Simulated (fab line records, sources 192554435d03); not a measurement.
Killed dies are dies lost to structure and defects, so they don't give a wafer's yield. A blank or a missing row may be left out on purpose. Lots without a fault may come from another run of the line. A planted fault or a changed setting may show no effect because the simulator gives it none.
Chamber matching | flow n5_finfet | N5_BEOL_M1_ETCHBACK_99 on rie_diel-04: 4 sister chambers
The step etches SiO2 in CHF3, target depth 5 nm, time 10.4 s. 20 wafers are shown with their chamber, then 10 later ones without.

WAFERS WITH THEIR CHAMBER
wafer  | chamber | showerhead_plenum_p_Torr (Torr) | throttle_valve_pct (%) | drypump_motor_current_A (A)
L074.3 | 0       | 2.14                            | 17.43                  | 5.7
L074.4 | 1       | 2.24                            | 17.00                  | 5.9
L074.5 | 3       | 2.03                            | 17.32                  | 5.5
L080.1 | 0       | 2.14                            | 17.46                  | 5.7
L080.4 | 2       | 2.14                            | 17.16                  | 5.7
L080.5 | 0       | 2.14                            | 17.46                  | 5.7
L077.1 | 3       | 2.03                            | 17.34                  | 5.5
L077.3 | 2       | 2.13                            | 17.14                  | 5.8
L077.6 | 0       | 2.14                            | 17.44                  | 5.7
L078.1 | 2       | 2.13                            | 17.16                  | 5.8
L078.4 | 3       | 2.03                            | 17.34                  | 5.5
L078.5 | 1       | 2.24                            | 17.01                  | 5.9
L082.1 | 2       | 2.13                            | 17.16                  | 5.8
L082.4 | 3       | 2.03                            | 17.34                  | 5.5
L082.5 | 1       | 2.24                            | 17.01                  | 6.0
L084.2 | 0       | 2.14                            | 17.48                  | 5.7
L084.5 | 2       | 2.13                            | 17.17                  | 5.8
L084.6 | 3       | 2.03                            | 17.34                  | 5.5
L085.2 | 3       | 2.03                            | 17.35                  | 5.5
L085.3 | 1       | 2.24                            | 17.05                  | 5.9

SIGNATURES (means of the wafers above)
reading                  | chamber 0 | chamber 1 | chamber 2 | chamber 3 | scatter within a chamber
showerhead_plenum_p_Torr | 2.1400    | 2.2400    | 2.1320    | 2.0300    | 0.00224
throttle_valve_pct       | 17.4540   | 17.0175   | 17.1580   | 17.3383   | 0.0157
drypump_motor_current_A  | 5.700     | 5.925     | 5.780     | 5.500     | 0.0311
Rule: a wafer's distance from a chamber is the root of the sum, over the readings, of the square of ((its reading less the chamber's mean) divided by the reading's scatter). The wafer belongs to the nearest chamber; if the next one is less than 2 further off, it can't be placed. The scatter: the root of (the sum of the squares of (reading less its chamber's mean) over the shown wafers, divided by (wafers less chambers)).

WAFERS WITHOUT THEIR CHAMBER
wafer  | showerhead_plenum_p_Torr (Torr) | throttle_valve_pct (%) | drypump_motor_current_A (A)
L085.5 | 2.03                            | 17.37                  | 5.5
L091.1 | 2.13                            | 16.75                  | 5.8
L091.4 | 2.14                            | 17.50                  | 5.7
L091.5 | 2.14                            | 17.49                  | 5.7
L095.4 | 2.23                            | 17.08                  | 5.9
L095.5 | 2.14                            | 17.50                  | 5.7
L095.6 | 2.02                            | 17.38                  | 5.5
L096.1 | 2.13                            | 16.78                  | 5.7
L096.3 | 2.02                            | 17.39                  | 5.5
L096.5 | 2.14                            | 17.48                  | 5.7

WHICH CHAMBER EACH WENT THROUGH
wafer  | from the rows above | in truth
L085.5 | 3                   | 3
L091.1 | 2                   | 2
L091.4 | 0                   | 0
L091.5 | 0                   | 0
L095.4 | 1                   | 1
L095.5 | 0                   | 0
L095.6 | 3                   | 3
L096.1 | 2                   | 2
L096.3 | 3                   | 3
L096.5 | 0                   | 0
Placed correctly: 10 of 10. Can't be placed from these rows: 0. Placed wrongly: 0.
